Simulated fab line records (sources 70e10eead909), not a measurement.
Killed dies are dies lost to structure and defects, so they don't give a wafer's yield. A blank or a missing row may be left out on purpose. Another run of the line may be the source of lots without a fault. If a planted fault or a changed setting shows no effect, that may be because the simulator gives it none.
8D (eight disciplines) problem report, filled in by code -- flow nandHarc -- the parts of the form that need people (team, actions taken, sign-off) are left out

== 1. WHAT WENT WRONG ==
Wafers without a fault read 188.48 W, standard deviation 0.15; heaterPowerTotalW at NHARC_A_M0_SOFTBAKE_04 reads a mean of 194.18 W on 6 wafers belonging to 2 lots. Measured from the usual mean, that is +38 standard deviations.
The step: time 55 s.
First seen on wafer L712.4, day 29 07:00, on lithoTrack-01. Wafers with a number at this step in the record: 36, from 12 lots. By rule, "out" or "out of limits" means more than 4 standard deviations away from the usual mean. The other wafers with a number count as sound.

== 2. WHAT IT IS, AND WHAT IT ISN'T ==
question,is,is not
which readings at this step,heaterPowerTotalW,chillPlateTempC
which lots,"L712, L714","L697, L698, L702, L703, L704, L705, L713, L717, L719, L720"
which wafers of those lots,all that have a number,-
read on which tools,lithoTrack-01,"lithoTrack-04, lithoTrack-06"
when,from day 29 07:00,"up to then (18 sound wafers); but 12 sound wafers of L713, L717, L719, L720 came after"

== 3. WHAT RULES OUT EACH SUSPECT ==
Counting: a tool stays on the suspect list if, at a process step up to the reading, it processed all lots that are out and no sound lot following the first of them.
- lithoTrack-01 at NHARC_A_M0_SOFTBAKE_04 (time 55 s): ruled out as a lasting fault. Following L712 (day 29 07:00), the first lot on it that is out, the sound lots L719 were run on it.
Left after counting: nothing in the record.

== 4. THE CAUSE (what the simulator had put in) ==
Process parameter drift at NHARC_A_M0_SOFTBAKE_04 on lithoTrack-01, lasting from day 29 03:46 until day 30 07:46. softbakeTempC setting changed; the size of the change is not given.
Counting ruled it out, wrongly.

== 5. THE CHAIN OF EFFECTS, in route order ==
Each row: a reading whose mean over the struck wafers that have a number lies more than 3 standard deviations from the usual. Readings are gone through only where the record gives a usual standard deviation; hours: the median, over the lots, of the time from a lot's start at the first step in this table giving one to that lot's start at this step; sigmas: the change measured in usual standard deviations.
hours,step,reading,usual,on struck wafers,change,sigmas
0,NHARC_A_M0_SOFTBAKE_04,heaterPowerTotalW,188.48 W,194.18,+5.70,+38
It contains these process steps:
- NHARC_A_M0_SOFTBAKE_04: time 55 s.
Later steps that measure or inspect, where all struck wafers having a row at the step show a number for every such reading and not one has moved that far: NHARC_END_SORT_01.

== 6. HOW IT WOULD HAVE BEEN CAUGHT EARLIER ==
The fault began at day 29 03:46; the first out-of-limits reading in this record came at day 29 07:00, 3 hours later.
